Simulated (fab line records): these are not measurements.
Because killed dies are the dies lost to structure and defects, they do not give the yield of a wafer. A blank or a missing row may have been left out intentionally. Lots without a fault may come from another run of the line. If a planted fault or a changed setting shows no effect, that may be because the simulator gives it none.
Lot-split experiment ; flow n5Finfet ; 39 wafers read across 7 lots, on a route 1938 steps long

== ABOUT THE SPLIT ==
At N5_BEOL_M14_TRENCH_ETCH_34 (etches SiO2 in C4F8/O2/Ar, target depth 556.65 nm, time 126.9 s), the setting timeS was moved away from the recipe's 126.9 s on 15 of the 39 wafers read, by -54.4% to +48.3%. All remaining wafers had this setting at the recipe value.

== FROM THE SPLIT TO THE READING: what the file shows between them, 10 steps ==
- N5_BEOL_M14_STRIP_70: strips in C4F8/O2/Ar
- N5_BEOL_M14_OCD_MEAS_35
- N5_BEOL_M14_STRIP_37: strips in O2
- N5_BEOL_M14_ETCH_38: etches SiCN in CF4/N2, target depth 106.5 nm, time 120.6 s
- N5_BEOL_M14_ECD_47: material Cu, target thk 1248 nm
- N5_BEOL_M14_ANNEAL_48: time 90 s
- N5_BEOL_M14_CMP_49: polishes, stops on SiO2, t overpolish 5.2 s, target thk 560 nm
- N5_BEOL_M14_THK_MEAS_50: measures by xrf
- N5_BEOL_M14_PRE_CLEAN_52: time 15 s
- N5_BEOL_M14_DEP_53: deposits SiCN from 3MS/NH3, target thk 50 nm, time 17.8 s

== THE READING ==
M14_RS in ohm/sq, measured at N5_BEOL_M14_RS_MEAS_54 by four-point-probe. A value of 0.0329 ohm/sq with a standard deviation of 0.00039 ohm/sq is what fault-free wafers of this fab line usually give.

wafer;tool, chamber at the split;timeS as run, s;against the recipe;M14_RS, ohm/sq;against lot-mates on the recipe
L074.1;rieDiel-02, 2;126.9;recipe;0.0322;-
L074.4;rieDiel-02, 1;126.9;recipe;0.0328;-
L074.5;rieDiel-02, 2;126.9;recipe;0.0325;-
L075.1;rieDiel-06, 0;126.9;recipe;0.0325;-
L075.2;rieDiel-06, 1;126.9;recipe;0.0338;-
L075.3;rieDiel-06, 2;126.9;recipe;0.0325;-
L075.4;rieDiel-06, 0,2;57.89;-54.4%;0.0740;+0.0411
L075.5;rieDiel-06, 1;57.89;-54.4%;0.0753;+0.0424
L075.6;rieDiel-06, 0,2;57.89;-54.4%;0.0743;+0.0414
L079.1;rieDiel-02, 3;126.9;recipe;0.0329;-
L079.2;rieDiel-02, 0;126.9;recipe;0.0332;-
L079.3;rieDiel-02, 1;126.9;recipe;0.0331;-
L079.4;rieDiel-02, 2;126.9;recipe;0.0329;-
L079.5;rieDiel-02, 3;126.9;recipe;0.0329;-
L079.6;rieDiel-02, 0;126.9;recipe;0.0329;-
L080.1;rieDiel-01, 1;103.6;-18.4%;0.0404;+0.0073
L080.2;rieDiel-01, 3;103.6;-18.4%;0.0405;+0.0074
L080.3;rieDiel-01, 0;103.6;-18.4%;0.0403;+0.0072
L080.4;rieDiel-01, 2;126.9;recipe;0.0334;-
L080.5;rieDiel-01, 3;126.9;recipe;0.0332;-
L080.6;rieDiel-01, 0;126.9;recipe;0.0327;-
L083.1;rieDiel-01, 0;126.9;recipe;0.0330;-
L083.2;rieDiel-01, 3;126.9;recipe;0.0332;-
L083.3;rieDiel-01, 1;95.97;-24.4%;0.0440;+0.0108
L083.4;rieDiel-01, 2;126.9;recipe;0.0334;-
L083.5;rieDiel-01, 2;95.97;-24.4%;0.0444;+0.0112
L083.6;rieDiel-01, 3;95.97;-24.4%;0.0441;+0.0109
L086.1;rieDiel-02, 1;126.9;recipe;0.0335;-
L086.2;rieDiel-02, 3;188.2;+48.3%;0.0220;-0.0109
L086.3;rieDiel-02, 0;126.9;recipe;0.0327;-
L086.4;rieDiel-02, 2;126.9;recipe;0.0325;-
L086.5;rieDiel-02, 3;188.2;+48.3%;0.0221;-0.0108
L086.6;rieDiel-02, 0;188.2;+48.3%;0.0221;-0.0108
L089.1;rieDiel-02, 2;126.9;recipe;0.0326;-
L089.2;rieDiel-02, 1;126.9;recipe;0.0333;-
L089.3;rieDiel-02, 0;69.89;-44.9%;0.0602;+0.0272
L089.4;rieDiel-02, 2;69.89;-44.9%;0.0606;+0.0276
L089.5;rieDiel-02, 1;69.89;-44.9%;0.0615;+0.0285
L089.6;rieDiel-02, 0;126.9;recipe;0.0330;-
Rows listing several chambers each stand for several wafers; the file does not say which wafer went through which chamber.

FIT RESULTS
A straight line over all 39 wafers: M14_RS changes by -0.000514 ohm/sq for each +1% of timeS; r = -0.92; the points scatter about the line by 0.0053 ohm/sq.
The same after taking each lot's own level away (the mean of its wafers on the recipe; 39 wafers): -0.000513 ohm/sq for each +1%; r = -0.92; scatter 0.0053 ohm/sq.
Per that fit: largest timeS move, reading shift of 0.028 ohm/sq.
The lots' own levels span 0.03250 to 0.03320 ohm/sq, that is 1.8 times the standard deviation above.
Consequently the slope shifts little with the lot-to-lot level, the two slopes agreeing.
Check: with one of the wafers moved furthest among these (-54.4%) left out of the fit, the line predicts +0.0286 ohm/sq for it against its lot-mates. It came out at +0.0411 ohm/sq against them.

== ADDITIONAL SPLITS CARRIED BY THESE WAFERS ==
Note: prior to the reading, these wafers also went through further splits. Each is held against what the fit with the lots' levels taken away leaves over:
other split on the same wafers;wafers away from the commonest value;r with M14_RS (lot level and that fit taken away)
N5_BEOL_M1_ILD_DEP_00 targetThkA;15;+0.10
N5_BEOL_M6_ALD_77 aldCycles;18;+0.43
N5_BEOL_M9_VIA_ETCH_34 targetDepthA;12;+0.00
N5_BEOL_M13_SPUTTER_43 timeS;15;-0.01

== THE WHOLE CHAIN: every reading that the file lists as answering this split, in the file's order ==
step;what it does;reading;change (the file's fit);r (the file's)
N5_BEOL_M14_TRENCH_ETCH_34;etches SiO2 in C4F8/O2/Ar, target depth 556.65 nm, time 126.9 s;etch.depthNm (the simulator's own value, which no gauge read);+5.59 nm for each +1% of the setting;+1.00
N5_BEOL_M14_OCD_MEAS_35;;trenchDepthNm;+5.59 nm for each +1% of the setting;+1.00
N5_BEOL_M14_CMP_49;polishes, stops on SiO2, t overpolish 5.2 s, target thk 560 nm;Cu_of_BEOL_M14_ECD_47.thkNm (the simulator's own value, which no gauge read);+5.6 nm for each +1% of the setting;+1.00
N5_BEOL_M14_THK_MEAS_50;measures by xrf;M14_THK;+5.63 for each +1% of the setting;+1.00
N5_BEOL_M14_RS_MEAS_54;measures by four-point-probe;M14_RS;-0.000538 for each +1% of the setting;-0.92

== FILE'S OWN FIT ==
M14_RS changes by -0.000538 ohm/sq for each +1% of timeS, r = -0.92.
